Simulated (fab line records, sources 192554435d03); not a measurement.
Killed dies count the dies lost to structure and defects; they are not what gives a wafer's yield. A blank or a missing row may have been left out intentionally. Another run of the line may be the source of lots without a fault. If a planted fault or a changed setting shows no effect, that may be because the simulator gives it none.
Chamber matching | flow n5-finfet | N5_BEOL_M6_VIA_ETCH_34 on rie-diel-01: 4 sister chambers
The step etches SiCOH lowk in C4F6/O2, target depth 126.3 nm, time 50.9 s. 4 wafers are shown with their chamber, then 9 later ones without.

WAFERS, EACH WITH ITS CHAMBER
wafer  | chamber | rf-vpp-V (V)
L083.6 | 2       | 661
L092.1 | 0       | 656
L092.2 | 3       | 684
L092.5 | 1       | 667

WAFERS MISSING THEIR CHAMBER
wafer  | rf-vpp-V (V)
L091.1 | 682
L091.4 | 655
L091.5 | 660
L094.2 | 660
L094.3 | 683
L094.6 | 667
L096.1 | 668
L096.4 | 682
L096.5 | 661

WHICH CHAMBER EACH WENT THROUGH
wafer  | from the rows above | in truth
L091.1 | 3                   | 3
L091.4 | 0                   | 0
L091.5 | 2                   | 2
L094.2 | 2                   | 2
L094.3 | 3                   | 3
L094.6 | 1                   | 1
L096.1 | 1                   | 1
L096.4 | 3                   | 3
L096.5 | 2                   | 2
9 of 9 placed correctly. Left unplaced by these rows: 0. Number placed wrongly: 0.
How it was worked out, from the rows above alone: a wafer's distance from a chamber is the root of the sum, over the readings, of the square of ((its reading less the chamber's mean) divided by the reading's scatter). The wafer belongs to the nearest chamber; if the next one is less than 2 further off, it can't be placed. For every chamber, the mean is computed from those of its wafers that are shown. The scatter: with one shown wafer a chamber, the root of the mean of the squares of how far each hidden wafer lies from its nearest shown one.
